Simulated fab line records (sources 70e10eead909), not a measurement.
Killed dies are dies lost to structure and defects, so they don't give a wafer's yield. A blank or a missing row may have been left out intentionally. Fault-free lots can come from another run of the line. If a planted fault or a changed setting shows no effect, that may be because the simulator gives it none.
Comparing a struck lot with a sound one / flow nand harc / 42 steps out of a route of 1159
Sound: these wafers, L118.1, L118.4, L118.6. Struck: wafer L123.6 (left out: L123.2, L123.3 of the same lot, which were not struck); the cause appears at the end.
At each step with rows: each side's tool, then ch and its chambers, then its first start. Under that, the readings that differ: sound wafers / struck wafers / difference of the means / sigmas: that difference in standard deviations of wafers without a fault.
alike: readings with means less than 2 such deviations apart, plus words and numbers identical on both sides. not compared: withheld readings, readings lacking a value on some wafer, bounds such as >300 that could conceal the same value, and numbers that have no deviation in the record and whose values overlap.
A row with sigmas, a row that says differs or no value, or rows on one side alone: a step with any of these is where the two part. Numbers that don't overlap but have no deviation are shown without sigmas and don't part them. A reading that every wafer of one side lacks parts them only if that side has two wafers or more.

first, 2 steps without rows for these wafers: NHARC_A_CONTACT_ETCH_125 (etches the open film in C4F8/O2/Ar, time 155 s, target depth 956 nm); NHARC_A_CONTACT_ETCH_126 (etches the open film in C4F8/O2/Ar, time 155 s, target depth 956 nm).
NHARC_A_CONTACT_ETCH_127: etches the open film in C4F8/O2/Ar, time 155 s, target depth 956 nm.
  sound on har cap etch-01 ch 0,1, day 16 19:23; struck on har cap etch-02 ch 1, day 18 23:29
  not compared: rf hours counter h
then, 2 steps without rows for these wafers: NHARC_A_CONTACT_ETCH_128 (etches the open film in C4F8/O2/Ar, time 155 s, target depth 956 nm); NHARC_A_CONTACT_ETCH_129 (etches the open film in C4F8/O2/Ar, time 155 s, target depth 956 nm).
NHARC_A_CONTACT_ETCH_130: etches the open film in C4F8/O2/Ar, time 155 s, target depth 956 nm.
  sound on har cap etch-01 ch 0,1, day 16 19:48; struck on har cap etch-02 ch 1, day 18 23:55
  not compared: rf hours counter h
then, 2 steps without rows for these wafers: NHARC_A_CONTACT_ETCH_131 (etches the open film in C4F8/O2/Ar, time 155 s, target depth 956 nm); NHARC_A_CONTACT_ETCH_132 (etches the open film in C4F8/O2/Ar, time 156 s, target depth 958 nm).
NHARC_A_CONTACT_ETCH_133: etches the open film in C4F8/O2/Ar, time 195 s, target depth 840 nm.
  sound on har cap etch-01 ch 0,1, day 16 20:16; struck on har cap etch-02 ch 1, day 19 00:22
  not compared: rf hours counter h
then, 2 steps without rows for these wafers: NHARC_A_CONTACT_ETCH_91 (etches the open film in CH3F/O2, target depth 40 nm, time 85.7 s); NHARC_A_CONTACT_ETCH_97 (etches the open film in C4F6/O2, target depth 20 nm, time 10 s).
NHARC_A_CONTACT_CD_MEAS_80:
  sound on cd sem-01 at day 16 21:01; struck on cd sem-01 at day 19 01:08
  alike: cd nm
NHARC_A_CONTACT_STRIP_103: strips in N2/H2.
  sound on rie diel-02 ch 0,1,2, day 16 21:07; struck on rie diel-11 ch 0,1,2, day 19 01:13
then, 17 steps without rows for these wafers: NHARC_A_CONTACT_STRIP_104 (strips in CF4/CHF3); NHARC_A_CONTACT_STRIP_105 (strips in O2/COS); NHARC_A_CONTACT_ETCH_106 (etches the open film in CF4/O2, target depth 60 nm, overetch 6 nm, time 33 s); NHARC_A_CONTACT_STRIP_82 (strips in O2); NHARC_A_CONTACT_STRIP_83 (strips in post etch residue remover, time 600 s); NHARC_A_CONTACT_DEP_84 (deposits aC, target thk 2000 nm); NHARC_A_CONTACT_DEP_85 (deposits SiON, target thk 50 nm); NHARC_A_CONTACT_DEHYDRATE_00 (time 120 s); NHARC_A_CONTACT_HMDS_01 (time 30 s); NHARC_A_CONTACT_COAT_86 (time 75 s); NHARC_A_CONTACT_COAT_87 (time 65 s); NHARC_A_CONTACT_COAT_02 (resist thk 90 nm); NHARC_A_CONTACT_SOFTBAKE_03 (time 55 s); NHARC_A_CONTACT_EBR_04; NHARC_A_CONTACT_EXPOSE_05 (exposes mask A CC); NHARC_A_CONTACT_PEB_06 (peb time 65 s); NHARC_A_CONTACT_DEVELOP_07 (develop time 35 s).
NHARC_A_CONTACT_CD_MEAS_08 targets a cd of 100 nm.
  sound on cd sem-01 ch 0, day 16 23:48; struck on cd sem-03 ch 0, day 19 04:04
  alike: cd nm
NHARC_A_CONTACT_OVL_MEAS_09:
  sound on overlay-02 at day 16 23:53; struck on overlay-01 at day 19 04:09
  alike: overlay x nm, overlay y nm
then, 3 steps without rows for these wafers: NHARC_A_CONTACT_DESCUM_13 (chemistry O2, time 3 s); NHARC_A_CONTACT_ETCH_88 (etches the open film in CF4, target depth 39 nm, time 65 s); NHARC_A_CONTACT_ETCH_89 (etches the open film in N2/H2, target depth 260 nm, time 475.3 s).
NHARC_A_CONTACT_ETCH_30: etches the open film in CF4/CHF3, target depth 60.5 nm, time 30.2 s.
  sound: rie diel-03 ch 1,2; struck: rie diel-11 ch 2
reading=rf fwd power W (W); sound=486.3 489.9 486.3; struck=495.3; difference=+7.8; sigmas=+4
reading=rf vpp V (V); sound=371.6 372.1 372.9; struck=368.0; difference=-4.2; sigmas=-2
reading=showerhead plenum p Torr (Torr); sound=1.65 1.61 1.65; struck=1.47; difference=-0.17; sigmas=-3
  alike: bias w, chf3 flow sccm, drypump motor current A, oes product au, throttle valve pct
  not compared: rf hours counter h
then, 2 steps without rows for these wafers: NHARC_A_CONTACT_ETCH_31 (etches the open film in O2/COS, target depth 2000 nm, time 520 s); NHARC_A_CONTACT_ETCH_134 (etches the open film in C4F8/O2/Ar, time 140 s, target depth 700 nm).
NHARC_A_CONTACT_ETCH_135: etches the open film in C4F8/O2/Ar, time 132 s, target depth 1287 nm.
  sound on har cap etch-01 ch 0,1, day 17 01:14; struck on har cap etch-03 ch 1, day 19 05:28
  not compared: rf hours counter h
then, 2 steps without rows for these wafers: NHARC_A_CONTACT_ETCH_136 (etches the open film in C4F8/O2/Ar, time 132 s, target depth 1287 nm); NHARC_A_CONTACT_ETCH_137 (etches the open film in C4F8/O2/Ar, time 132 s, target depth 1287 nm).
-- break in the record here, with 2 days between the starts of the struck wafers on either side (left off in module A_CONTACT, picked up again in module END, where the first step shown is number 1159 on the route) --
NHARC_END_SORT_01:
  here the record holds rows for the struck wafers (prober-02 ch 0, day 21 15:20) but none for the sound ones

WHERE THEY PART
At NHARC_A_CONTACT_ETCH_30 first; at NHARC_END_SORT_01 last (within this record only).

WHY: whatever the simulator had introduced
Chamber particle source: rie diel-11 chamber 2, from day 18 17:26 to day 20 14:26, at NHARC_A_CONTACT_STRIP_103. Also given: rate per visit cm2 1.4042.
